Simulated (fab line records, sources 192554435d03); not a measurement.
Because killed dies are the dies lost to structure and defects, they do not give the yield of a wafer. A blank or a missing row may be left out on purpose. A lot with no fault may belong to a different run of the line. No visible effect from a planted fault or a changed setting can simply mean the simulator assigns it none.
fab line records    flow n5_finfet    part 2 of 2: steps 40 to 40 of 40
record lots=5  wafers=15  last_day=18
route steps=1938 shown BEOL_M4@1099 BEOL_M5@1112 BEOL_M12@1602 PASSIVATION@1936
lots that met no fault: from a run of the same line without faults
start_h: hours from the record's opening day to when the first of the lot's shown wafers began    wait_h: hours since the lot's step before    " same as the row above    L1.1+2: a row that stands for several wafers    - no value, or no start given    * or withheld: withheld    < > ~ a bound
route shown NAME@n: a module of which the file shows steps, and the number in the route of the first    usual: mean/standard deviation of fault-free wafers    same: alike in all rows    chamber/n: place in a boat    sites: each site's reading    _std_site: the standard deviation of these    _edge_site: outer sites' mean less inner sites'    radius_mm: how far each site lies from the wafer's centre    mask NAME#n: copy n    behind: tool/chamber where the wafer was last shaped    hold: why the lot was held/for how many hours/how that ended    device: which transistor (n, p or np) failed to switch    end of line: at the end of the route, the tests of the same wafers    a step given without rows: its recipe and nothing more    killed: dies that structure and defects cost at the first sort, which is not the same as the wafer's yield    map: the dies of a wafer, with x for killed, . for not killed, _ for no die there
set.NAME: the setting that was run; set.NAME@STEP: the one run at that earlier step    model.NAME: the simulator's own value behind a step, which no gauge read
lots seen at some steps along the route; tables by step, rows by wafer
services: from which hour (start_h, from the record's first day; less than 0 if before it) a tool's chamber was out of use, for how many hours, and why
## steps
# step N5_PASSIVATION_PROBE_49
# usual defect_limited_yield=91.3/1.5  killed_at_M0_to_M3=31/11  killed_at_M4_up=14/5.1  killed_at_contacts=12/5.6  killed_at_front_end=42/12  killed_at_other=3.8/2.9  killed_dies=103/18  killed_on_rim=14/4.5  killed_open=67/14  killed_short=33/8  sort_bin_5_function=5.1/1  sort_bin_6_memory=3.2/0.75  sort_n_pass=1077/18  sort_yield_pct=91.3/1.5
# same gross_dies=1180  killed_at_back_side=0  sort_bin_4_leakage[%]=0  sort_bin_8_speed[%]=0
lot.wafer  tool       chamber  start_h  wait_h  defect_limited_yield[%]  killed_at_M0_to_M3  killed_at_M4_up  killed_at_contacts  killed_at_front_end  killed_at_other  killed_dies  killed_on_rim  killed_open  killed_short  sort_bin_5_function[%]  sort_bin_6_memory[%]  sort_n_pass  sort_yield_pct[%]
L721.1     prober-02  -        305.33   0.0     92.0                     30                  12               11                  37                   4                94           15             62           30            5.0                     2.6                   1086         92.0
L721.2     prober-02  -        305.38   0.1     92.3                     34                  6                22                  27                   2                91           14             61           27            4.6                     2.9                   1089         92.3
L721.3     prober-02  -        305.43   0.1     0                        43                  1085             13                  39                   0                1180         152            68           25            5.2                     2.5                   0            0
L724.1     prober-01  -        331.47   0.0     88.3                     41                  30               9                   55                   3                138          20             102          34            7.0                     4.3                   1042         88.3
L724.3     prober-01  -        331.57   0.1     0                        26                  1075             7                   70                   2                1180         152            84           30            6.2                     3.6                   0            0
L724.6     prober-01  -        331.72   0.3     92.5                     27                  13               13                  34                   2                89           9              70           19            5.3                     2.1                   1091         92.5
L725.1     prober-01  -        339.42   0.0     91.4                     16                  10               8                   62                   6                102          15             55           39            4.2                     3.4                   1078         91.4
L725.3     prober-01  -        339.52   0.1     0                        18                  1107             7                   43                   5                1180         152            54           25            3.9                     2.5                   0            0
L725.4     prober-01  -        339.57   0.2     90.8                     17                  12               16                  61                   3                109          15             60           44            5.8                     2.7                   1071         90.8
L736.2     prober-01  -        384.81   0.1     92.6                     47                  8                13                  15                   4                87           11             62           22            4.3                     3.0                   1093         92.6
L736.3     prober-01  -        384.86   0.1     90.6                     46                  14               9                   39                   3                111          23             65           37            5.4                     3.1                   1069         90.6
L736.6     prober-01  -        385.01   0.3     93.4                     17                  13               10                  37                   1                78           9              47           28            4.2                     1.8                   1102         93.4
L740.1     prober-01  -        422.50   0.0     89.5                     51                  23               15                  30                   5                124          16             93           27            5.7                     4.5                   1056         89.5
# killed by level:class
L721.1 FIN_SAQP:geometric_particle:open=8 MOL_CONTACT_COAG:geometric_particle:open=8 BEOL_M0_SAQP:geometric_particle:short=8 BEOL_M2:geometric_particle:open=8 FIN_SAQP:geometric_particle:short=7 STI_FIN_REVEAL:geometric_particle:open=5 BEOL_M3:geometric_particle:open=5 BEOL_M0_SAQP:geometric_particle:open=4
L721.2 MOL_CONTACT_COAG:geometric_particle:open=15 MOL_CONTACT_COAG:geometric_particle:short=7 BEOL_M0_SAQP:geometric_particle:open=7 BEOL_M1:geometric_particle:open=7 BEOL_M0_SAQP:geometric_particle:short=6 STARTING-WAFER:geometric_particle:open=6 BEOL_M1:geometric_particle:short=4 BEOL_M2:geometric_particle:open=4
L721.3 BEOL_M12:area_dep=1073 BEOL_M0_SAQP:geometric_particle:short=13 BEOL_M0_SAQP:geometric_particle:open=11 HKMG_FIN:area_etch=11 MOL_CONTACT_COAG:geometric_particle:open=10 FIN_SAQP:geometric_particle:open=7 BEOL_M2:geometric_particle:open=6 BEOL_M3:geometric_particle:open=5
L724.1 STI_FIN_REVEAL:geometric_particle:open=22 BEOL_M4:geometric_particle:open=19 BEOL_M0_SAQP:geometric_particle:open=10 MOL_CONTACT_COAG:geometric_particle:open=9 BEOL_M3:geometric_particle:open=9 BEOL_M2:geometric_particle:open=7 GATE_CUT:geometric_particle:short=6 STARTING-WAFER:geometric_particle:short=5
L724.3 BEOL_M12:area_dep=1060 STI_FIN_REVEAL:geometric_particle:open=30 BEOL_M1:geometric_particle:open=10 GATE_CUT:geometric_particle:short=9 BEOL_M4:geometric_particle:open=8 STI_FIN_REVEAL:geometric_particle:short=5 BEOL_M2:geometric_particle:open=5 MOL_CONTACT_COAG:geometric_particle:open=5
L724.6 STI_FIN_REVEAL:geometric_particle:open=14 MOL_CONTACT_COAG:geometric_particle:open=12 BEOL_M0_SAQP:geometric_particle:open=9 BEOL_M1:geometric_particle:open=7 BEOL_M4:geometric_particle:open=5 BEOL_M3:geometric_particle:open=5 BEOL_M8:geometric_particle:open=4 GATE_CUT:geometric_particle:short=4
L725.1 FIN_SAQP:geometric_particle:short=11 GATE_CUT:geometric_particle:short=9 GATE_CUT:geometric_particle:open=8 HKMG_FIN:area_etch=8 FIN_SAQP:geometric_particle:open=7 MOL_CONTACT_COAG:geometric_particle:open=7 BEOL_M4:geometric_particle:open=7 STI_FIN_REVEAL:geometric_particle:open=5
L725.3 BEOL_M12:area_dep=1101 FIN_SAQP:geometric_particle:open=10 STI_FIN_REVEAL:geometric_particle:open=8 FIN_SAQP:geometric_particle:short=7 GATE_CUT:geometric_particle:open=5 MOL_CONTACT_COAG:geometric_particle:open=5 BEOL_M3:geometric_particle:open=5 STI_FIN_REVEAL:geometric_particle:short=4
L725.4 FIN_SAQP:geometric_particle:short=20 MOL_CONTACT_COAG:geometric_particle:open=13 FIN_SAQP:geometric_particle:open=8 GATE_CUT:geometric_particle:short=6 STI_FIN_REVEAL:geometric_particle:open=5 GATE_CUT:geometric_particle:open=5 HKMG_FIN:area_etch=5 DUMMY_GATE:geometric_particle:open=4
L736.2 BEOL_M2:geometric_particle:open=14 MOL_CONTACT_COAG:geometric_particle:open=13 BEOL_M1:geometric_particle:open=11 BEOL_M0_SAQP:geometric_particle:short=9 BEOL_M3:geometric_particle:open=8 PAD_METAL:geometric_particle:open=4 GATE_CUT:geometric_particle:short=3 BEOL_M0_SAQP:geometric_particle:open=3
L736.3 BEOL_M1:geometric_particle:open=14 DUMMY_GATE:geometric_particle:open=9 BEOL_M0_SAQP:geometric_particle:short=8 HKMG_FIN:area_etch=8 BEOL_M1:geometric_particle:short=7 MOL_CONTACT_COAG:geometric_particle:open=6 BEOL_M5:geometric_particle:open=6 BEOL_M3:geometric_particle:open=5
L736.6 GATE_CUT:geometric_particle:short=7 MOL_CONTACT_COAG:geometric_particle:open=7 GATE_CUT:geometric_particle:open=6 BEOL_M1:geometric_particle:open=4 BEOL_M4:geometric_particle:open=4 BEOL_M5:geometric_particle:open=4 STARTING-WAFER:geometric_particle:open=4 STI_FIN_REVEAL:geometric_particle:short=3
L740.1 BEOL_M4:geometric_particle:open=14 MOL_CONTACT_COAG:geometric_particle:open=13 BEOL_M0_SAQP:geometric_particle:open=12 BEOL_M0:geometric_particle:open=10 BEOL_M3:geometric_particle:open=8 FIN_SAQP:geometric_particle:open=7 BEOL_M1:geometric_particle:open=6 BEOL_M0_SAQP:geometric_particle:short=5
# map L721.3 (x killed, . not)
_________________xxxxxxxxxxxx________________
______________xxxxxxxxxxxxxxxxxx_____________
___________xxxxxxxxxxxxxxxxxxxxxxxx__________
__________xxxxxxxxxxxxxxxxxxxxxxxxxx_________
________xxxxxxxxxxxxxxxxxxxxxxxxxxxxxx_______
_______xxxxxxxxxxxxxxxxxxxxxxxxxxxxxxxx______
______xxxxxxxxxxxxxxxxxxxxxxxxxxxxxxxxxx_____
_____xxxxxxxxxxxxxxxxxxxxxxxxxxxxxxxxxxxx____
____xxxxxxxxxxxxxxxxxxxxxxxxxxxxxxxxxxxxxx___
___xxxxxxxxxxxxxxxxxxxxxxxxxxxxxxxxxxxxxxxx__
___xxxxxxxxxxxxxxxxxxxxxxxxxxxxxxxxxxxxxxxx__
__xxxxxxxxxxxxxxxxxxxxxxxxxxxxxxxxxxxxxxxxxx_
__xxxxxxxxxxxxxxxxxxxxxxxxxxxxxxxxxxxxxxxxxx_
_xxxxxxxxxxxxxxxxxxxxxxxxxxxxxxxxxxxxxxxxxxxx
_xxxxxxxxxxxxxxxxxxxxxxxxxxxxxxxxxxxxxxxxxxxx
_xxxxxxxxxxxxxxxxxxxxxxxxxxxxxxxxxxxxxxxxxxxx
_xxxxxxxxxxxxxxxxxxxxxxxxxxxxxxxxxxxxxxxxxxxx
_xxxxxxxxxxxxxxxxxxxxxxxxxxxxxxxxxxxxxxxxxxxx
_xxxxxxxxxxxxxxxxxxxxxxxxxxxxxxxxxxxxxxxxxxxx
_xxxxxxxxxxxxxxxxxxxxxxxxxxxxxxxxxxxxxxxxxxxx
_xxxxxxxxxxxxxxxxxxxxxxxxxxxxxxxxxxxxxxxxxxxx
__xxxxxxxxxxxxxxxxxxxxxxxxxxxxxxxxxxxxxxxxxx_
__xxxxxxxxxxxxxxxxxxxxxxxxxxxxxxxxxxxxxxxxxx_
___xxxxxxxxxxxxxxxxxxxxxxxxxxxxxxxxxxxxxxxx__
___xxxxxxxxxxxxxxxxxxxxxxxxxxxxxxxxxxxxxxxx__
____xxxxxxxxxxxxxxxxxxxxxxxxxxxxxxxxxxxxxx___
_____xxxxxxxxxxxxxxxxxxxxxxxxxxxxxxxxxxxx____
______xxxxxxxxxxxxxxxxxxxxxxxxxxxxxxxxxx_____
_______xxxxxxxxxxxxxxxxxxxxxxxxxxxxxxxx______
________xxxxxxxxxxxxxxxxxxxxxxxxxxxxxx_______
__________xxxxxxxxxxxxxxxxxxxxxxxxxx_________
___________xxxxxxxxxxxxxxxxxxxxxxxx__________
______________xxxxxxxxxxxxxxxxxx_____________
_________________xxxxxxxxxxxx________________
# map L724.3 (x killed, . not)
_________________xxxxxxxxxxxx________________
______________xxxxxxxxxxxxxxxxxx_____________
___________xxxxxxxxxxxxxxxxxxxxxxxx__________
__________xxxxxxxxxxxxxxxxxxxxxxxxxx_________
________xxxxxxxxxxxxxxxxxxxxxxxxxxxxxx_______
_______xxxxxxxxxxxxxxxxxxxxxxxxxxxxxxxx______
______xxxxxxxxxxxxxxxxxxxxxxxxxxxxxxxxxx_____
_____xxxxxxxxxxxxxxxxxxxxxxxxxxxxxxxxxxxx____
____xxxxxxxxxxxxxxxxxxxxxxxxxxxxxxxxxxxxxx___
___xxxxxxxxxxxxxxxxxxxxxxxxxxxxxxxxxxxxxxxx__
___xxxxxxxxxxxxxxxxxxxxxxxxxxxxxxxxxxxxxxxx__
__xxxxxxxxxxxxxxxxxxxxxxxxxxxxxxxxxxxxxxxxxx_
__xxxxxxxxxxxxxxxxxxxxxxxxxxxxxxxxxxxxxxxxxx_
_xxxxxxxxxxxxxxxxxxxxxxxxxxxxxxxxxxxxxxxxxxxx
_xxxxxxxxxxxxxxxxxxxxxxxxxxxxxxxxxxxxxxxxxxxx
_xxxxxxxxxxxxxxxxxxxxxxxxxxxxxxxxxxxxxxxxxxxx
_xxxxxxxxxxxxxxxxxxxxxxxxxxxxxxxxxxxxxxxxxxxx
_xxxxxxxxxxxxxxxxxxxxxxxxxxxxxxxxxxxxxxxxxxxx
_xxxxxxxxxxxxxxxxxxxxxxxxxxxxxxxxxxxxxxxxxxxx
_xxxxxxxxxxxxxxxxxxxxxxxxxxxxxxxxxxxxxxxxxxxx
_xxxxxxxxxxxxxxxxxxxxxxxxxxxxxxxxxxxxxxxxxxxx
__xxxxxxxxxxxxxxxxxxxxxxxxxxxxxxxxxxxxxxxxxx_
__xxxxxxxxxxxxxxxxxxxxxxxxxxxxxxxxxxxxxxxxxx_
___xxxxxxxxxxxxxxxxxxxxxxxxxxxxxxxxxxxxxxxx__
___xxxxxxxxxxxxxxxxxxxxxxxxxxxxxxxxxxxxxxxx__
____xxxxxxxxxxxxxxxxxxxxxxxxxxxxxxxxxxxxxx___
_____xxxxxxxxxxxxxxxxxxxxxxxxxxxxxxxxxxxx____
______xxxxxxxxxxxxxxxxxxxxxxxxxxxxxxxxxx_____
_______xxxxxxxxxxxxxxxxxxxxxxxxxxxxxxxx______
________xxxxxxxxxxxxxxxxxxxxxxxxxxxxxx_______
__________xxxxxxxxxxxxxxxxxxxxxxxxxx_________
___________xxxxxxxxxxxxxxxxxxxxxxxx__________
______________xxxxxxxxxxxxxxxxxx_____________
_________________xxxxxxxxxxxx________________
## services
tool         chamber  start_h  hours  kind
cmp-03       -        237.02   -      consumable_replace:conditioner
cmp-03       -        237.02   -      consumable_replace:pad
cmp-04       -        257.55   19.6   repair
rie_diel-01  3        263.49   2.6    repair
rie_diel-01  3        266.36   -      clean
rie_diel-01  3        266.36   -      consumable_replace:focus_ring
rie_diel-01  3        266.36   24.7   scheduled_down
rie_diel-01  3        266.36   24.7   vent_cycle
rie_diel-06  1        287.58   -      clean
rie_diel-06  1        287.58   -      consumable_replace:focus_ring
rie_diel-05  -        290.15   2.6    repair
cmp-04       -        293.90   0.8    repair
rie_diel-06  0        300.58   5.8    repair
cmp-02       -        313.84   4.0    pm
pecvd-02     -        316.12   14.6   pm
cmp-02       -        317.84   -      consumable_replace:conditioner
cmp-02       -        317.84   -      consumable_replace:pad
cmp-04       -        326.72   2.6    repair
cmp-03       -        338.55   9.7    repair
pecvd-02     -        340.21   4.0    repair
rie_diel-06  -        348.84   2.8    pm
rie_diel-05  0        350.53   25.4   repair
cmp-04       -        351.12   0.3    repair
cmp-03       -        362.24   1.0    repair
## key
first_sign step=N5_BEOL_M12_ILD_DEP_00  reading=run_length_s  direction=down  sigmas=99+  usual=*  struck=*
effect step=N5_BEOL_M12_THK_MEAS_01  reading=M12_ILD_THK  direction=down  sigmas=50  usual=661  struck=275
effect step=N5_BEOL_M12_STRIP_63  reading=strip_time_to_endpoint_s  direction=up  sigmas=41  usual=*  struck=*
effect step=N5_PASSIVATION_PROBE_49  reading=killed_at_M4_up  direction=up  sigmas=99+  usual=14  struck=1089
model_effect step=N5_BEOL_M12_ILD_DEP_00  value=SiOC_of_BEOL_M12_ILD_DEP_00.thk_nm  without=657.1  struck=275.3
model_effect step=N5_BEOL_M12_VIA_ETCH_16  value=etch.depth_nm  without=657.1  struck=275.3
model_effect step=N5_BEOL_M12_CMP_49  value=SiOC_of_BEOL_M12_ILD_DEP_00.thk_nm  without=596.7  struck=215
more_kills_born_at N5_BEOL_M12_ILD_DEP_00@pecvd-02=3234
met_at N5_BEOL_M12_ILD_DEP_00
struck_wafers L721.3,L724.3,L725.3
later_rows_left_out L721.3,L724.3,L725.3
baseline_loss step=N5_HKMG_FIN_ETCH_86  wafers=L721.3
fault kind=process_parameter_drift  tool=pecvd-02  chamber=-  onset_h=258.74  steps=N5_BEOL_M12_ILD_DEP_00  channel=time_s  offset=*  shape=step  end_h=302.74  scope=struck_wafers_only  acts_in=*  stated=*
# later_rows_left_out: the simulator's readings of these wafers behind a module that went badly wrong aren't trusted and aren't shown, but for the sort
# baseline_loss: these wafers lose ten dies or more at that step, a loss of the line's own and not of a fault; the sort's usual values leave them out
